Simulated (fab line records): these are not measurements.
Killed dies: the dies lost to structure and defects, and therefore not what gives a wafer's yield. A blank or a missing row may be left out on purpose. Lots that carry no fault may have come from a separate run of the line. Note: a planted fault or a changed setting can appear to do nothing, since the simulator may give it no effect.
Which tool is to blame?    flow n5 finfet    Sampling: 24 lots, 72 wafers, 4 of 1938 route steps

WHAT THE GAUGES SHOWED, per wafer
N5_WELL_APT_CD_MEAS_08: target cd 200 nm. Usual: cd nm 199.4 nm, standard deviation 2.1.
lot   measured     on         cd nm (nm)         flag
L074  day 1 13:38  cd sem-01  199.9 202.9 198.6  
L075  day 1 19:49  cd sem-02  199.7 198.9 197.9  
L076  day 2 01:49  cd sem-02  199.5 202.2 196.6  
L077  day 2 07:34  cd sem-02  196.5 197.9 197.8  
L078  day 2 13:43  cd sem-02  200.0 200.4 200.1  
L079  day 2 19:41  cd sem-01  201.5 196.5 197.8  
L080  day 3 01:49  cd sem-02  195.7 199.8 197.0  
L081  day 3 07:49  cd sem-02  196.4 199.8 196.4  
L082  day 3 13:43  cd sem-02  195.4 200.4 197.0  
L083  day 3 20:01  cd sem-02  200.4 202.5 199.5  
L084  day 4 01:41  cd sem-02  200.6 201.7 201.8  
L085  day 4 07:41  cd sem-02  198.7 197.9 199.6  
L086  day 4 13:41  cd sem-01  197.6 195.2 196.0  
L087  day 4 19:41  cd sem-01  203.0 202.0 197.9  
L088  day 5 01:41  cd sem-01  199.4 196.7 200.0  
L089  day 5 07:46  cd sem-02  199.1 197.6 197.3  
L090  day 5 13:49  cd sem-02  201.0 200.3 200.1  
L091  day 5 19:43  cd sem-02  200.7 202.1 200.5  
L092  day 6 01:34  cd sem-01  198.5 197.7 197.0  
L093  day 6 07:58  cd sem-01  199.6 197.0 199.5  
L094  day 6 13:41  cd sem-01  201.9 198.2 200.4  
L095  day 6 19:43  cd sem-01  200.1 200.0 200.6  
L096  day 7 01:50  cd sem-01  199.5 200.9 199.0  
L097  day 7 07:49  cd sem-02  199.9 202.0 200.5  

N5_WELL_APT_OVL_MEAS_26. Usual: PWELL_OVL typically reads 0 nm, with standard deviation 5.6.
lot   measured     on          PWELL_OVL (nm)  flag
L074  day 1 14:55  overlay-02  2 4 12          
L075  day 1 21:06  overlay-01  -5 -2 1         
L076  day 2 03:32  overlay-01  -1 -2 0         
L077  day 2 08:50  overlay-02  2 3 3           
L078  day 2 14:52  overlay-02  4 -3 7          
L079  day 2 20:58  overlay-01  6 5 7           
L080  day 3 03:05  overlay-01  6 6 4           
L081  day 3 08:58  overlay-02  -2 6 2          
L082  day 3 14:59  overlay-02  3 -2 -2         
L083  day 3 21:19  overlay-02  -10 -3 -9       
L084  day 4 03:05  overlay-01  7 -2 -9         
L085  day 4 09:26  overlay-01  -3 -6 -3        
L086  day 4 14:59  overlay-02  8 -5 3          
L087  day 4 20:59  overlay-01  -1 1 1          
L088  day 5 02:51  overlay-01  -6 2 -2         
L089  day 5 09:03  overlay-01  -7 -6 -9        
L090  day 5 14:59  overlay-01  -5 -14 -14      
L091  day 5 21:00  overlay-01  2 -5 1          
L092  day 6 02:58  overlay-01  -9 -10 -4       
L093  day 6 09:34  overlay-01  5 -4 -6         
L094  day 6 14:58  overlay-01  3 -1 -2         
L095  day 6 21:09  overlay-02  0 -1 -11        
L096  day 7 03:03  overlay-01  -12 0 -10       
L097  day 7 09:07  overlay-02  -5 -2 -8        

N5_FIN_SAQP_CD_MEAS_16: target cd 35.6 nm. Usual: cd nm 35.5 nm, standard deviation 0.41.
lot   measured     on         cd nm (nm)      flag
L074  day 1 21:20  cd sem-01  35.9 35.6 35.4  
L075  day 2 03:31  cd sem-02  35.2 35.7 35.4  
L076  day 2 09:53  cd sem-01  34.6 35.2 34.7  
L077  day 2 15:26  cd sem-01  35.7 35.7 35.6  
L078  day 2 21:47  cd sem-01  35.6 35.2 35.2  
L079  day 3 03:23  cd sem-01  35.3 35.3 36.0  
L080  day 3 09:40  cd sem-02  35.1 35.1 35.5  
L081  day 3 15:45  cd sem-02  35.3 35.4 36.0  
L082  day 3 21:41  cd sem-02  36.4 36.0 35.8  
L083  day 4 03:56  cd sem-01  35.4 34.8 35.5  
L084  day 4 10:16  cd sem-02  36.0 34.9 35.4  
L085  day 4 18:02  cd sem-01  35.2 36.0 35.5  
L086  day 4 22:35  cd sem-01  35.7 35.7 35.0  
L087  day 5 03:29  cd sem-01  36.5 36.5 36.3  
L088  day 5 09:01  cd sem-02  36.0 36.4 35.8  
L089  day 5 15:34  cd sem-01  35.6 35.7 35.9  
L090  day 5 21:43  cd sem-01  35.3 35.3 35.4  
L091  day 6 03:16  cd sem-02  35.2 35.5 34.9  
L092  day 6 10:22  cd sem-02  36.4 35.1 35.6  
L093  day 6 16:33  cd sem-01  35.3 35.6 35.3  
L094  day 6 21:51  cd sem-02  35.0 35.2 35.3  
L095  day 7 03:42  cd sem-02  35.8 35.6 35.7  
L096  day 7 09:40  cd sem-02  35.5 35.0 35.4  
L097  day 7 16:16  cd sem-01  35.5 35.5 35.5  

EACH LOT AND THE TOOL THAT RAN IT (in order: tool; ch and the chambers of the sampled wafers; start)
lot   N5_FIN_SAQP_PECVD_47
L074  pecvd-04 ch 0,2, day 1 20:41
L075  pecvd-03 ch 1,2, day 2 02:55
L076  pecvd-03 ch 1,2, day 2 09:09
L077  pecvd-04 ch 0,1, day 2 14:43
L078  pecvd-04 ch 0,1, day 2 21:05
L079  pecvd-03 ch 1,2, day 3 02:51
L080  pecvd-04 ch 0,2, day 3 09:00
L081  pecvd-04 ch 0,1, day 3 15:06
L082  pecvd-01 ch 0,1, day 3 21:02
L083  pecvd-03 ch 0,1, day 4 03:17
L084  pecvd-03 ch 0,2, day 4 09:32
L085  pecvd-03 ch 1,2, day 4 17:22
L086  pecvd-01 ch 0,1,2, day 4 22:03
L087  pecvd-04 ch 0,1, day 5 02:46
L088  pecvd-04 ch 1, day 5 08:23
L089  pecvd-03 ch 0,2, day 5 15:02
L090  pecvd-03 ch 0,1, day 5 21:11
L091  pecvd-03 ch 0,1, day 6 02:37
L092  pecvd-01 ch 0,2, day 6 09:41
L093  pecvd-04 ch 0,1,2, day 6 15:53
L094  pecvd-04 ch 0,2, day 6 21:19
L095  pecvd-04 ch 0,1,2, day 7 03:03
L096  pecvd-04 ch 0,1, day 7 09:01
L097  pecvd-03 ch 1,2, day 7 15:44
- N5_FIN_SAQP_PECVD_47: deposits a-Si from SiH4/He, target thk 45 nm, time 36.3 s.

WHAT THE TOOLS THEMSELVES READ (means of the sampled wafers that have a number; where no wafer has one, the mark that the record gives instead)
N5_FIN_SAQP_PECVD_47. Usual: heater power w 857 W, standard deviation 120; showerhead plenum p Torr 5.67 Torr, standard deviation 0.041; throttle valve pct 18.5 %, standard deviation 1.1.
lot   tool      heater power w (W)  showerhead plenum p Torr (Torr)  throttle valve pct (%)  flag
L074  pecvd-04  834                 5.68                             18.4                    
L075  pecvd-03  1053                5.70                             18.5                    
L076  pecvd-03  1027                5.67                             18.0                    
L077  pecvd-04  806                 5.68                             19.6                    
L078  pecvd-04  797                 5.68                             19.5                    
L079  pecvd-03  990                 5.70                             18.6                    
L080  pecvd-04  768                 5.68                             18.4                    
L081  pecvd-04  808                 5.67                             19.4                    
L082  pecvd-01  785                 5.65                             19.0                    
L083  pecvd-03  919                 5.63                             17.2                    
L084  pecvd-03  896                 5.70                             18.6                    
L085  pecvd-03  1067                5.70                             18.6                    
L086  pecvd-01  788                 5.61                             18.6                    
L087  pecvd-04  834                 5.67                             19.3                    
L088  pecvd-04  660                 5.68                             19.8                    
L089  pecvd-03  875                 5.66                             18.0                    
L090  pecvd-03  865                 5.65                             17.5                    
L091  pecvd-03  912                 5.65                             17.3                    
L092  pecvd-01  851                 5.59                             18.2                    
L093  pecvd-04  785                 5.68                             18.7                    
L094  pecvd-04  851                 5.68                             17.7                    
L095  pecvd-04  780                 5.68                             18.7                    
L096  pecvd-04  774                 5.68                             19.7                    
L097  pecvd-03  931                 5.69                             17.2                    

THE ANSWER, worked out from the rows above alone
Rule: a lot is off if the mean of its wafers that have a number lies more than 3 standard deviations from the usual mean. A lot without any number at a reading at which 4 lots or more have one is off too. The other lots that the step has rows for count as sound. The gauges are gone through in route order, then the tools' own readings, and for those a lot's mean is taken as printed above. At the first step where some lot is off, the reading lying furthest off is the one used; lots without a number count as furthest.
No lot is off on any of the readings shown, so nothing can be concluded from this.

WHAT WAS PUT IN BY THE SIMULATOR
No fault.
